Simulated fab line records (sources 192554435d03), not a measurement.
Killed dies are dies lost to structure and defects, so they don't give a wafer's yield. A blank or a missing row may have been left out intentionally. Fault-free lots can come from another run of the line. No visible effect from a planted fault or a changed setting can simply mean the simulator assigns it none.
The same fault as seen by 3 desks :: flow n5_finfet :: every desk sees just its own numbers, and what lay behind them comes last

THE DEFECT DESK
Lot by lot, what the route's inspections counted, given as the mean of those sampled wafers with a number. A lot is out of limits, marked OUT, if its mean lies more than 4 standard deviations from the usual mean; the brackets give that distance.
Columns: A = raw_defect_count at N5_BEOL_M9_INSPECT_30, usual 392
lot: L944
first seen here: day 9 01:24
A: 556

lot: L945
first seen here: day 9 21:42
A: 354

lot: L957
first seen here: day 13 05:26
A: 400

lot: L958
first seen here: day 13 11:34
A: 314

lot: L959
first seen here: day 13 11:44
A: 379

lot: L960
first seen here: day 13 18:31
A: 454

lot: L962
first seen here: day 14 04:17
A: 350

lot: L965
first seen here: day 15 06:59
A: 264

lot: L967
first seen here: day 15 23:34
A: 341
This desk found nothing out of limits on any of the 9 lots.

DESK OF THE TOOL OWNER: rie_diel-03
The tool's own readings at N5_BEOL_M9_TRENCH_ETCH_37 (etches SiCOH lowk in C4F6/O2, target depth 151.43 nm, time 49 s): means of the sampled wafers that have a number, for each lot that ran on this tool. A lot is out of limits, marked OUT, if its mean lies more than 4 standard deviations from the usual mean; the brackets give that distance.
Columns: A = O2_flow_sccm at N5_BEOL_M9_TRENCH_ETCH_37, usual 10.001 sccm; B = drypump_motor_current_A at N5_BEOL_M9_TRENCH_ETCH_37, usual 5.6 A; C = oes_product_au at N5_BEOL_M9_TRENCH_ETCH_37, usual 0.82 a.u.; D = rf_vpp_V at N5_BEOL_M9_TRENCH_ETCH_37, usual 656 V; E = showerhead_plenum_p_Torr at N5_BEOL_M9_TRENCH_ETCH_37, usual 2.83 Torr; F = throttle_valve_pct at N5_BEOL_M9_TRENCH_ETCH_37, usual 20.76 %
lot: L944
first seen here: day 9 01:44
A: 9.977
B: 5.7
C: 0.88
D: 664
E: 2.91
F: 20.90

lot: L957
first seen here: day 13 06:01
A: 10.013
B: 5.2
C: 0.86
D: 660
E: 2.88
F: 21.01

lot: L958
first seen here: day 13 11:52
A: 9.970
B: 6.0
C: 0.77
D: 669
E: 2.94
F: 20.91

lot: L967
first seen here: day 15 23:53
A: 9.975
B: 5.1
C: 0.82
D: 663
E: 2.90
F: 21.07
This desk found nothing out of limits on any of the 4 lots.

AT THE METROLOGY DESK
What the gauges read, lot by lot, whatever tool the lot ran on: means of the sampled wafers that have a number. A lot is out of limits, marked OUT, if its mean lies more than 4 standard deviations from the usual mean; the brackets give that distance. Of its 14 readings 7 are shown: the one that was out of limits first, and those that lie furthest out on some lot.
Columns: A = DIBL_N at N5_BEOL_M4_RC_MEAS_101, usual 36.1 mV/V; B = DIBL_P at N5_BEOL_M4_RC_MEAS_101, usual 36.1 mV/V; C = ION_N at N5_BEOL_M4_RC_MEAS_101, usual 675 uA/um; D = cd_nm at N5_BEOL_M9_CD_MEAS_28, usual 70.05 nm; E = trench_depth_nm at N5_BEOL_M9_OCD_MEAS_38, usual 152 nm; F = M9_THK at N5_BEOL_M9_THK_MEAS_53, usual 137 nm; G = M9_RS at N5_BEOL_M9_RS_MEAS_57, usual 0.150 ohm/sq
lot: L944
first seen here: day 7 14:54
A: 36.5
B: 36.8
C: 661
D: 69.79
E: 155
F: 140
G: 0.146

lot: L945
first seen here: day 8 06:20
A: 36.5
B: 35.3
C: 667
D: 69.83
E: 153
F: 135
G: 0.150

lot: L957
first seen here: day 11 08:40
A: 35.5
B: 36.5
C: 674
D: 70.25
E: 116 (-11) OUT
F: 102 (-11) OUT
G: 0.262 (+28) OUT

lot: L958
first seen here: day 11 09:25
A: 36.7
B: 35.8
C: 685
D: 70.47
E: 126 (-8.0) OUT
F: 111 (-8.0) OUT
G: 0.230 (+20) OUT

lot: L959
first seen here: day 11 15:29
A: 35.3
B: 33.8
C: 675
D: 70.03
E: 155
F: 140
G: 0.147

lot: L960
first seen here: day 12 02:38
A: 34.1
B: 33.7
C: 665
D: 70.30
E: 153
F: 138
G: 0.148

lot: L962
first seen here: day 12 10:04
A: 36.3
B: 37.8
C: 688
D: 70.23
E: 150
F: 134
G: 0.152

lot: L965
first seen here: day 13 12:38
A: 35.0
B: 35.6
C: 669
D: 69.69
E: 152
F: 138
G: 0.149

lot: L967
first seen here: day 14 09:27
A: 35.9
B: 36.4
C: 683
D: 70.02
E: 153
F: 138
G: 0.149
Finding of this desk: L957, L958 out of limits; the first was L957 at day 13 06:11, on trench_depth_nm at N5_BEOL_M9_OCD_MEAS_38. L944, L945, L959, L960, L962, L965, L967 stayed within limits.

TAKEN TOGETHER
On L957, L958, the metrology desk was in a position to raise an alarm at day 13 06:11.
No out-of-limits result turned up at the defect desk.
Nothing out of limits was seen by the tool owner's desk.
The defect desk has L957, L958 on record, within its limits.
On record at the tool owner's desk: L957, L958, within its limits.
N5_BEOL_M9_TRENCH_ETCH_37 was run on rie_diel-03 by each of the lots named.

WHAT THE SIMULATOR HAD PUT IN
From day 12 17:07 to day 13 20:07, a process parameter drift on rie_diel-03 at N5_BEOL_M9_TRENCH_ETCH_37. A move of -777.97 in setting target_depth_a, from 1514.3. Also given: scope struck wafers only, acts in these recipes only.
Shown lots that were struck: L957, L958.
Delay in hours, fault start to first out-of-limits reading, per desk: metrology desk 13.
